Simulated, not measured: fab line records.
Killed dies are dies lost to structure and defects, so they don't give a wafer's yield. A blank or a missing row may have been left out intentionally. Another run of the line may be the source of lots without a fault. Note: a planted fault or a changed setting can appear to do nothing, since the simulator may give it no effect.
Comparing a struck lot with a sound one || flow nand_harc || 15 out of 1302 route steps
Sound: the wafers L807.2, L807.3, L807.5. Struck: wafer L825.6 (L825.2, L825.5, from the same lot, were not struck and are left out); the cause is given at the end.
Each step with rows lists, per side, the tool, then ch with its chambers, then its first start. Under that, the readings that differ: sound wafers || struck wafers || difference of the means || sigmas: that difference in standard deviations of wafers without a fault.
alike: readings with means less than 2 such deviations apart, plus words and numbers identical on both sides. not compared: withheld readings, readings lacking a value on some wafer, bounds such as >300 that could conceal the same value, and numbers that have no deviation in the record and whose values overlap.
A row with sigmas, a row that says differs or no value, or rows on one side alone: a step with any of these is where the two part. When numbers do not overlap yet have no deviation, they are printed without sigmas and do not part them. A reading that every wafer of one side lacks parts them only if that side has two wafers or more.

NHARC_A_ONON_D2_THK_MEAS_14: measures by ellipsometry.
  sound on film_metro-01 at day 13 04:14; struck on film_metro-01 at day 19 22:59
  alike: thk_nm
then, 2 steps without rows for these wafers: NHARC_A_ONON_D2_ANNEAL_15 (time 3600 s); NHARC_A_ONON_D2_DEP_16 (target thk 1000 nm).
NHARC_A_ONON_D2_THK_MEAS_18: measures by ellipsometry.
  sound on film_metro-01 at day 13 12:37; struck on film_metro-01 at day 20 07:23
  alike: thk_nm
then, 1 step without rows for these wafers: NHARC_A_ONON_D2_DEP_19 (target thk 1000 nm).
NHARC_A_ONON_D2_THK_MEAS_21: measures by ellipsometry.
  sound on film_metro-02 at day 13 13:11; struck on film_metro-02 at day 20 07:58
  alike: thk_nm
then, 1 step without rows for these wafers: NHARC_A_ONON_D2_DEP_22 (target thk 1000 nm).
NHARC_A_ONON_D2_THK_MEAS_24: measures by ellipsometry.
  sound on film_metro-02 at day 13 13:44; struck on film_metro-02 at day 20 08:32
  alike: thk_nm
then, 1 step without rows for these wafers: NHARC_A_ONON_D2_DEP_25 (target thk 1000 nm).
NHARC_A_ONON_D2_THK_MEAS_27: measures by ellipsometry.
  sound on film_metro-01 at day 13 14:19; struck on film_metro-01 at day 20 09:06
  alike: thk_nm
then, 1 step without rows for these wafers: NHARC_A_ONON_D2_DEP_28 (target thk 1000 nm).
NHARC_A_ONON_D2_THK_MEAS_30: measures by ellipsometry.
  sound on film_metro-02 at day 13 14:53; struck on film_metro-01 at day 20 09:40
  alike: thk_nm
NHARC_A_ONON_D2_DEP_33: deposits SiO2, target thk 200 nm.
  sound on pecvd-03 ch 0,1, day 13 14:56; struck on pecvd-03 ch 0, day 20 09:49
{"reading": "mfc_precursor_sccm (sccm)", "sound": "161.8 160.7 162.0", "struck": 137.1, "difference": -24.4, "sigmas": -52}
  alike: heater_power_w, throttle_valve_pct
NHARC_A_ONON_D2_THK_MEAS_34: measures by ellipsometry.
  sound on film_metro-01 at day 13 15:21; struck on film_metro-02 at day 20 10:08
{"reading": "thk_nm (nm)", "sound": "202.2 199.7 204.8", "struck": 172.5, "difference": -29.7, "sigmas": -11}
NHARC_END_SORT_01:
  the record has rows for the sound wafers here (prober-02 ch 0, day 25 12:40) and none for the struck ones

## WHERE THEY PART
First at NHARC_A_ONON_D2_DEP_33; last, within this record, at NHARC_END_SORT_01.

WHY: what the simulator had put in
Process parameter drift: pecvd-03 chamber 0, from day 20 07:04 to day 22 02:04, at NHARC_A_ONON_D2_DEP_33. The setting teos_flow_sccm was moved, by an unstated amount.
